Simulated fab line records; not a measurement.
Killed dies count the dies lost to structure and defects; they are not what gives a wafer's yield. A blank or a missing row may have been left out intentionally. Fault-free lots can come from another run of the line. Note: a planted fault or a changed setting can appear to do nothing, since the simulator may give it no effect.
Matching of chambers || flow nand-harc || pecvd-02 running NHARC_P_BONDPAD_DEP_00: 3 sister chambers
The step deposits SiCN, target thk 250 nm. 3 wafers are shown with their chamber, then 9 later ones without.

## WAFERS PAIRED WITH THEIR CHAMBERS
{"wafer": "L087.2", "chamber": 0, "heater-power-w (W)": 493}
{"wafer": "L087.5", "chamber": 2, "heater-power-w (W)": 490}
{"wafer": "L087.6", "chamber": 1, "heater-power-w (W)": 574}

## WAFERS WITHOUT THEIR CHAMBER
{"wafer": "L086.2", "heater-power-w (W)": 554}
{"wafer": "L086.5", "heater-power-w (W)": 561}
{"wafer": "L086.6", "heater-power-w (W)": 539}
{"wafer": "L089.1", "heater-power-w (W)": 542}
{"wafer": "L089.4", "heater-power-w (W)": 557}
{"wafer": "L089.5", "heater-power-w (W)": 566}
{"wafer": "L093.3", "heater-power-w (W)": 534}
{"wafer": "L093.5", "heater-power-w (W)": 539}
{"wafer": "L093.6", "heater-power-w (W)": 517}

## THE CHAMBER EACH PASSED THROUGH
{"wafer": "L086.2", "from the rows above": "can't be placed: 1 or 0 or 2", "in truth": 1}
{"wafer": "L086.5", "from the rows above": 1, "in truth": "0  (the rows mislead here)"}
{"wafer": "L086.6", "from the rows above": "can't be placed: 1 or 0 or 2", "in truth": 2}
{"wafer": "L089.1", "from the rows above": "can't be placed: 1 or 0 or 2", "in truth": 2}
{"wafer": "L089.4", "from the rows above": "can't be placed: 1 or 0 or 2", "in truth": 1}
{"wafer": "L089.5", "from the rows above": 1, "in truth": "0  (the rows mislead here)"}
{"wafer": "L093.3", "from the rows above": "can't be placed: 1 or 0 or 2", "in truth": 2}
{"wafer": "L093.5", "from the rows above": "can't be placed: 1 or 0 or 2", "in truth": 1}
{"wafer": "L093.6", "from the rows above": "can't be placed: 0 or 2 or 1", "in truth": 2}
Correct placement for 0 of the 9. Not placeable from these rows: 7 (in 7, the candidates include the true chamber). Number placed wrongly: 2.
How it was worked out, from the rows above alone: a wafer's distance from a chamber is the root of the sum, over the readings, of the square of ((its reading less the chamber's mean) divided by the reading's scatter). The wafer belongs to the nearest chamber; if the next one is less than 2 further off, it can't be placed. Each chamber's mean is taken over the wafers shown for it. The scatter: with one shown wafer a chamber, the root of the mean of the squares of how far each hidden wafer lies from its nearest shown one.
